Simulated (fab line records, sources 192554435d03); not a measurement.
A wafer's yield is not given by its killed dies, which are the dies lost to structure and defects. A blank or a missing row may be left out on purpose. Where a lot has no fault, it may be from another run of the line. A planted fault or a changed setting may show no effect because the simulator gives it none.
Split-lot trial ; flow n5-finfet ; route with 1938 steps; 7 lots, 21 wafers read

## THE SPLIT ITSELF
At N5_BEOL_M7_DESCUM_33 (chemistry O2, time 7 s), the setting time-s was moved away from the recipe's 7 s on 8 of the 21 wafers read, by -18.5% to +16.9%. For the rest of the wafers, this setting stayed at what the recipe calls for.

## FROM SPLIT TO READING: 1 step shown by the file between the two
- N5_BEOL_M7_ETCH_72: etches underlayer in N2/H2, target depth 6.5 nm, time 5.2 s

## THE READING
CAR-EUV_of_BEOL_M7_COAT_22.thk-nm (the simulator's own value, which no gauge read), in nm, at N5_BEOL_M7_ETCH_65 (etches SiARC in CF4, target depth 15.6 nm, time 26 s). There is no usual value for it anywhere in the file. The 13 wafers here that ran the recipe average 11.2 nm, standard deviation 0.11 nm.

wafer;tool, chamber at the split;time-s as run, s;against the recipe;CAR-EUV_of_BEOL_M7_COAT_22.thk-nm, nm;against lot-mates on the recipe
L078.3;rie-diel-05, 2;7;recipe;11.2;-
L078.6;rie-diel-05, 3;7;recipe;11.2;-
L078.4;rie-diel-05, 0;8.184;+16.9%;10.4;-0.8
L079.1;rie-diel-05, 0;7;recipe;11;-
L079.5;rie-diel-05, 0;7;recipe;11;-
L079.3;rie-diel-05, 1;5.796;-17.2%;11.8;+0.8
L083.2;rie-diel-02, 3;7.567;+8.1%;10.8;-0.2
L083.5;rie-diel-02, 3;7.567;+8.1%;10.8;-0.2
L083.6;rie-diel-02, 0;7;recipe;11;-
L084.2;rie-diel-05, 2,0;7;recipe;11.4;-
L084.3;rie-diel-05, 3;6.181;-11.7%;11.8;+0.5
L084.4;rie-diel-05, 2,0;7;recipe;11.2;-
L085.1;rie-diel-02, 0;7;recipe;11.2;-
L085.5;rie-diel-02, 0;7;recipe;11.2;-
L085.6;rie-diel-02, 3;7;recipe;11.2;-
L088.1;rie-diel-03, 2;7.965;+13.8%;10.6;-0.6
L088.3;rie-diel-03, 3,2;7;recipe;11.2;-
L088.5;rie-diel-03, 3,2;7;recipe;11.2;-
L087.1;rie-diel-03, 0;5.707;-18.5%;11.8;+0.6
L087.2;rie-diel-03, 2;7;recipe;11.2;-
L087.3;rie-diel-03, 3;5.707;-18.5%;12;+0.8
When a row names more than one chamber, that row covers several wafers, and the file does not tell which wafer ran in which chamber.

THE FIT
A straight line over all 21 wafers: CAR-EUV_of_BEOL_M7_COAT_22.thk-nm changes by -0.0419 nm for each +1% of time-s; r = -0.97; the points scatter about the line by 0.1 nm.
The same after taking each lot's own level away (the mean of its wafers on the recipe; 21 wafers): -0.0409 nm for each +1%; r = -0.98; scatter 0.074 nm.
The reading moves by 0.75 nm for the largest change in time-s, on that fit.
The lots' own levels span 11.00 to 11.30 nm, that is 2.8 times the standard deviation above.
The two slopes are in agreement: the lot-to-lot level therefore moves the slope only a little.
Check: +0.809 nm against its lot-mates is what the line predicts for one of the wafers moved furthest among these (-18.5%) when that wafer is left out of the fit. It came out at +0.6 nm against them.

## THE WHOLE CHAIN: every reading that the file lists as answering this split, in the file's order
step;what it does;reading;change (the file's fit);r (the file's)
N5_BEOL_M7_DESCUM_33;chemistry O2, time 7 s;CAR-EUV_of_BEOL_M7_COAT_22.thk-nm (the simulator's own value, which no gauge read);-0.0322 nm for each +1% of the setting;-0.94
N5_BEOL_M7_ETCH_72;etches underlayer in N2/H2, target depth 6.5 nm, time 5.2 s;CAR-EUV_of_BEOL_M7_COAT_22.thk-nm (the simulator's own value, which no gauge read);-0.0359 nm for each +1% of the setting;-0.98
N5_BEOL_M7_ETCH_65;etches SiARC in CF4, target depth 15.6 nm, time 26 s;CAR-EUV_of_BEOL_M7_COAT_22.thk-nm (the simulator's own value, which no gauge read);-0.0425 nm for each +1% of the setting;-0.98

## FILE'S OWN FIT
CAR-EUV_of_BEOL_M7_COAT_22.thk-nm changes by -0.0425 nm for each +1% of time-s, r = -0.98.
